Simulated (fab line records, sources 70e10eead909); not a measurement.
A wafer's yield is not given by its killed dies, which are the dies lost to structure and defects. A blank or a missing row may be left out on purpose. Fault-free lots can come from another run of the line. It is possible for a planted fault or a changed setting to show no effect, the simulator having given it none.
A lot that was struck, set against a sound lot | flow nand harc | 13 out of 1302 route steps
Sound: these wafers, L424.2, L424.3, L424.6. Wafers L417.2, L417.3, L417.5 were the ones struck. The cause is given at the end.
At each step with rows: each side's tool, then ch and its chambers, then its first start. Under that, the readings that differ: sound wafers | struck wafers | difference of the means | sigmas: that difference in standard deviations of wafers without a fault.
alike: readings with means less than 2 such deviations apart, plus words and numbers identical on both sides. not compared: withheld readings, readings lacking a value on some wafer, bounds such as >300 that could conceal the same value, and numbers that have no deviation in the record and whose values overlap.
The two part at a step that has a row with sigmas, a row that says differs or no value, or rows on one side only. When numbers do not overlap yet have no deviation, they are printed without sigmas and do not part them. Lack of a reading on every wafer of one side parts them only where that side has two or more wafers.

NHARC_P_M1_INSPECT_27:
  struck on defect inspect-02, day 9 14:28; sound on defect inspect-01, day 12 11:31
  alike: raw defect count
NHARC_P_M1_PRE_CLEAN_32: time 12 s.
  sound on pecvd-02 ch 0,2, day 12 11:36; struck on pecvd-01 ch 0,1, day 9 14:32
  alike: heater power w
NHARC_P_M1_DEP_33: deposits SiCN, target thk 30 nm.
  sound on pecvd-02 ch 0,2, day 12 11:43; struck on pecvd-01 ch 0,1, day 9 14:37
  alike: heater power w
then, 8 steps without rows for these wafers: NHARC_P_M2_DEP_00 (deposits SiOC, target thk 182.5 nm); NHARC_P_M2_DEHYDRATE_01 (time 120 s); NHARC_P_M2_HMDS_02 (time 30 s); NHARC_P_M2_COAT_34 (time 65 s); NHARC_P_M2_COAT_03 (resist thk 90 nm); NHARC_P_M2_SOFTBAKE_04 (time 55 s); NHARC_P_M2_EBR_05; NHARC_P_M2_EXPOSE_06 (exposes mask P M2, target cd 170 nm).
NHARC_P_M2_PEB_07: peb time 65 s.
  sound on litho track-06 ch 0, day 12 13:16; struck on litho track-06, day 9 15:40
  no value came back on the struck wafers for chill plate temp C (C), exhaust pa (Pa); on the sound wafers chill plate temp C (C) reads 22.84 22.92 23.10
then, 1 step without rows for these wafers: NHARC_P_M2_DEVELOP_08 (develop time 35 s).

## WHERE THEY PART
NHARC_P_M2_PEB_07 only, going by this record.

WHY: what had been put in by the simulator
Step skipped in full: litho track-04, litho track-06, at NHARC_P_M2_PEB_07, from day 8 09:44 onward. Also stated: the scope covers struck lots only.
